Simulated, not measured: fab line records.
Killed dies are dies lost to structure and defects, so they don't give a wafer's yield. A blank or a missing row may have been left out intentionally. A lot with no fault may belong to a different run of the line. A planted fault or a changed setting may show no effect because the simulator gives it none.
Problem report, 8D (eight disciplines) form, completed by code	flow nand harc	the parts of the form that need people (team, actions taken, sign-off) are left out

## 1. PROBLEM STATEMENT
A mean of 677 is read at NHARC_END_SORT_01 for killed dies, taken on 1 wafer of 1 lot, against 58 (standard deviation 18) on wafers free of any fault. That puts it +34 standard deviations away from the usual mean.
Seen first at day 32 01:17 on prober-01, wafer L384.4. The record holds 18 wafers of 6 lots with a number at this step. Rule for "out" (also "out of limits"): further than 4 standard deviations from the usual mean. Any other wafer with a number is counted as sound.

## 2. WHAT IT IS; WHAT IT IS NOT
question	is	is not
which readings at this step	killed dies, killed at array	killed at other, killed at periphery, killed open, killed short
which lots	L384	L365, L370, L372, L374, L377
which wafers of those lots	L384.4	L384.1, L384.2
read on which gauges	prober-01	prober-02
when	from day 32 01:17	up to then (17 sound wafers)

## 3. SUSPECTS, AND WHAT RULES EACH OUT
Counting: any tool at a process step up to the reading remains a suspect provided it ran every lot that is out. Sound lots after the first of them don't rule it out here, since some wafers of a struck lot are sound.
- the gauge at NHARC_END_SORT_01: kept. All the wafers that are out were read on prober-01, and no step on other tools shows them out.
- pvd sputter-02 at NHARC_A_BLC_PVD_32 (deposits Ti, target thk 5 nm, time 17.7 s): kept. L384, the lot that is out, went through it at day 30 05:47; up to then, the latest sound lot through it was L372 at day 25 16:58.
- pecvd-04 at NHARC_THIN_TSV_DEP_47 (deposits SiO2, target thk 200 nm): kept. L384, the lot that is out, went through it at day 31 09:41; up to then, the latest sound lot through it was L377 at day 28 02:14.
- rie metal-02 at NHARC_THIN_TSV_ETCH_59 (etches the open film in Cl2/BCl3, target depth 880 nm, time 138.1 s): kept. L384, the lot that is out, went through it at day 31 14:03; up to then, the latest sound lot through it was L372 at day 27 04:54.
Left after counting: pvd sputter-02 at NHARC_A_BLC_PVD_32, pecvd-04 at NHARC_THIN_TSV_DEP_47, rie metal-02 at NHARC_THIN_TSV_ETCH_59, prober-01 at NHARC_END_SORT_01.

## 4. THE CAUSE (what the simulator had put in)
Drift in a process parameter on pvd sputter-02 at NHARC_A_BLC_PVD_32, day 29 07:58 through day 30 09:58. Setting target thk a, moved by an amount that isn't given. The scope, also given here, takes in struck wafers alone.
Counting left 4 suspects, and this tool is among them.

## 5. THE EFFECT CHAIN, in route order
Rows list readings where the struck wafers' mean (over those with a number) sits beyond 3 standard deviations from the usual. Scope: only readings with a usual standard deviation given in the record; hours: median across lots of the time from each lot's start at the first step in this table that gives one to its start at this step; sigmas: change in usual standard deviations.
hours	step	reading	usual	on struck wafers	change	sigmas
0	NHARC_END_SORT_01	killed at array	53	677	+624	+33
0	NHARC_END_SORT_01	killed dies	58	677	+619	+34

## 6. HOW IT WOULD HAVE BEEN CAUGHT EARLIER
65 hours passed between the start of the fault at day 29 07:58 and the first reading out of limits at a measuring or inspecting step in this record, taken at day 32 01:17.
An alarm limit of 4 standard deviations would not have fired on the tool readings at NHARC_A_BLC_PVD_32 for which the record gives a usual standard deviation, since none of them was out on any struck wafer.
Each of the lots that are out, 1 in all, had begun NHARC_A_BLC_PVD_32 on pvd sputter-02 no later than day 32 01:17. None of them would have been spared by holding the tool at that moment.
